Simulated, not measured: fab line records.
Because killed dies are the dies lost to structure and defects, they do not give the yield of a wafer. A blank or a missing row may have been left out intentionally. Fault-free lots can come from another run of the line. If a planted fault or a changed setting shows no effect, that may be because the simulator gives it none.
Matching of chambers || flow n5_finfet || rie_si-06 running N5_FIN_CUT_CUT_ETCH_15: 4 sister chambers
The step etches Si in HBr/Cl2/O2, target depth 100 nm, bt time 10 s, time 42.4 s. 4 wafers are shown with their chamber, then 10 later ones without.

## WAFERS PAIRED WITH THEIR CHAMBERS
{"wafer": "L083.5", "chamber": 1, "throttle_valve_pct (%)": 36.87}
{"wafer": "L084.3", "chamber": 2, "throttle_valve_pct (%)": 37.54}
{"wafer": "L087.1", "chamber": 3, "throttle_valve_pct (%)": 37.48}
{"wafer": "L087.3", "chamber": 0, "throttle_valve_pct (%)": 37.04}

## WAFERS WITH NO CHAMBER GIVEN
{"wafer": "L087.5", "throttle_valve_pct (%)": 36.88}
{"wafer": "L090.3", "throttle_valve_pct (%)": 37.47}
{"wafer": "L090.5", "throttle_valve_pct (%)": 37.03}
{"wafer": "L090.6", "throttle_valve_pct (%)": 36.87}
{"wafer": "L093.1", "throttle_valve_pct (%)": 36.89}
{"wafer": "L093.3", "throttle_valve_pct (%)": 37.47}
{"wafer": "L093.6", "throttle_valve_pct (%)": 37.47}
{"wafer": "L094.2", "throttle_valve_pct (%)": 37.46}
{"wafer": "L094.3", "throttle_valve_pct (%)": 37.02}
{"wafer": "L094.5", "throttle_valve_pct (%)": 37.02}

## WHICH CHAMBER EACH ONE RAN IN
{"wafer": "L087.5", "from the rows above": 1, "in truth": 1}
{"wafer": "L090.3", "from the rows above": 3, "in truth": 3}
{"wafer": "L090.5", "from the rows above": 0, "in truth": 0}
{"wafer": "L090.6", "from the rows above": 1, "in truth": 1}
{"wafer": "L093.1", "from the rows above": 1, "in truth": 1}
{"wafer": "L093.3", "from the rows above": 3, "in truth": 3}
{"wafer": "L093.6", "from the rows above": 3, "in truth": 3}
{"wafer": "L094.2", "from the rows above": 3, "in truth": 3}
{"wafer": "L094.3", "from the rows above": 0, "in truth": 0}
{"wafer": "L094.5", "from the rows above": 0, "in truth": 0}
Correct placement for 10 of the 10. Can't be placed from these rows: 0. Wrongly placed: 0.
How it was worked out, from the rows above alone: a wafer's distance from a chamber is the root of the sum, over the readings, of the square of ((its reading less the chamber's mean) divided by the reading's scatter). The wafer belongs to the nearest chamber; if the next one is less than 2 further off, it can't be placed. A chamber's mean is the mean of its shown wafers. The scatter: root of mean squared gap, hidden wafer to nearest shown wafer, with one shown wafer a chamber.
